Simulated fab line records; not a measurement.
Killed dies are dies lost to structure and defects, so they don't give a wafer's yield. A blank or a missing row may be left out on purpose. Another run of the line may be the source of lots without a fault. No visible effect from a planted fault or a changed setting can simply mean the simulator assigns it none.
Split-lot trial | flow n5-finfet | 21 wafers read from 7 lots, route of 1938 steps

## THE SPLIT
At N5_MOL_CONTACT_COAG_ETCH_15 (etches SiNx in CH3F/O2, stops on Si:P, target depth 7 nm), the setting source-w was moved away from the recipe's 395 W on 8 of the 21 wafers read, by -14.3% to +11.0%. The other wafers ran this setting at the recipe's value.

The reading is taken at the split's own step.

## THE READING
rf-vpp-V, in V, at N5_MOL_CONTACT_COAG_ETCH_15 (etches SiNx in CH3F/O2, stops on Si:P, target depth 7 nm). Fault-free wafers of this fab line usually give 298.1 V, standard deviation 2.6 V.

wafer  | tool, chamber at the split | source-w as run, W | against the recipe | rf-vpp-V, V | against lot-mates on the recipe
L074.2 | rie-diel-05, 1             | 395                | recipe             | 296.7       | -
L074.3 | rie-diel-05, 2             | 395                | recipe             | 295.5       | -
L074.4 | rie-diel-05, 0             | 395                | recipe             | 299.5       | -
L077.3 | rie-diel-02, 2             | 395                | recipe             | 299.8       | -
L077.4 | rie-diel-02, 3             | 432.7              | +9.5%              | 288.8       | -11.7
L077.6 | rie-diel-02, 2             | 395                | recipe             | 301.2       | -
L080.1 | rie-diel-05, 0             | 395                | recipe             | 301.1       | -
L080.3 | rie-diel-05, 3             | 368.2              | -6.8%              | 309.5       | +8.4
L080.5 | rie-diel-05, 1             | 368.2              | -6.8%              | 306.2       | +5.1
L082.1 | rie-diel-04, 0             | 338.5              | -14.3%             | 317.5       | no lot-mate on the recipe
L082.2 | rie-diel-04, 1             | 338.5              | -14.3%             | 321.4       | no lot-mate on the recipe
L082.3 | rie-diel-04, 3             | 338.5              | -14.3%             | 317.4       | no lot-mate on the recipe
L087.2 | rie-diel-04, 2             | 395                | recipe             | 300.1       | -
L087.5 | rie-diel-04, 1             | 395                | recipe             | 297.9       | -
L087.6 | rie-diel-04, 2             | 395                | recipe             | 299.1       | -
L095.2 | rie-diel-05, 1             | 438.5              | +11.0%             | 282.4       | -17.8
L095.4 | rie-diel-05, 0             | 395                | recipe             | 300.2       | -
L095.5 | rie-diel-05, 3             | 438.5              | +11.0%             | 283.5       | -16.7
L096.2 | rie-diel-04, 1             | 395                | recipe             | 299.8       | -
L096.4 | rie-diel-04, 0             | 395                | recipe             | 294.3       | -
L096.6 | rie-diel-04, 1             | 395                | recipe             | 299.5       | -

FIT RESULTS
A straight line over all 21 wafers: rf-vpp-V changes by -1.37 V for each +1% of source-w; r = -0.98; the points scatter about the line by 2.1 V.
The same after taking each lot's own level away (the mean of its wafers on the recipe; 18 wafers): -1.35 V for each +1%; r = -0.96; scatter 1.9 V.
The reading moves by 19 V for the largest change in source-w, on that fit.
The span of the lots' own levels, 297.23 to 301.10 V, comes to 1.5 times the standard deviation stated above.
The two slopes agree, so the slope changes little with the lot-to-lot level.
Check: with one of the wafers moved furthest among these (+11.0%) left out of the fit, the line predicts -14.3 V for it against its lot-mates. It came out at -17.8 V against them.
Tool readings at the split's step, against how far the setting was moved: rf-vpp-V r = -0.98.

## FURTHER SPLITS ON THESE WAFERS
Other splits were also applied to these wafers ahead of the reading. Each is held against what the fit with the lots' levels taken away leaves over:
other split on the same wafers        | wafers away from the commonest value | r with rf-vpp-V (lot level and that fit taken away)
N5_SD_EPI_N_DEVELOP_08 develop-time-s | 8                                    | -0.40
N5_ILD0_CMP_03 down-force-psi         | 9                                    | -0.16
N5_ILD0_ALD_15 ald-cycles             | 9                                    | +0.05
N5_HKMG_FIN_EXPOSE_09 dose-mj         | 5                                    | +0.00
N5_HKMG_FIN_DEVELOP_11 develop-time-s | 6                                    | +0.18
N5_HKMG_FIN_COAT_66 spin-rpm          | 4                                    | -0.22
N5_MOL_CONTACT_COAG_ETCH_105 bias-w   | 5                                    | +0.12

## THE FILE'S OWN FIT
rf-vpp-V changes by -1.34 V for each +1% of source-w, r = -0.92.
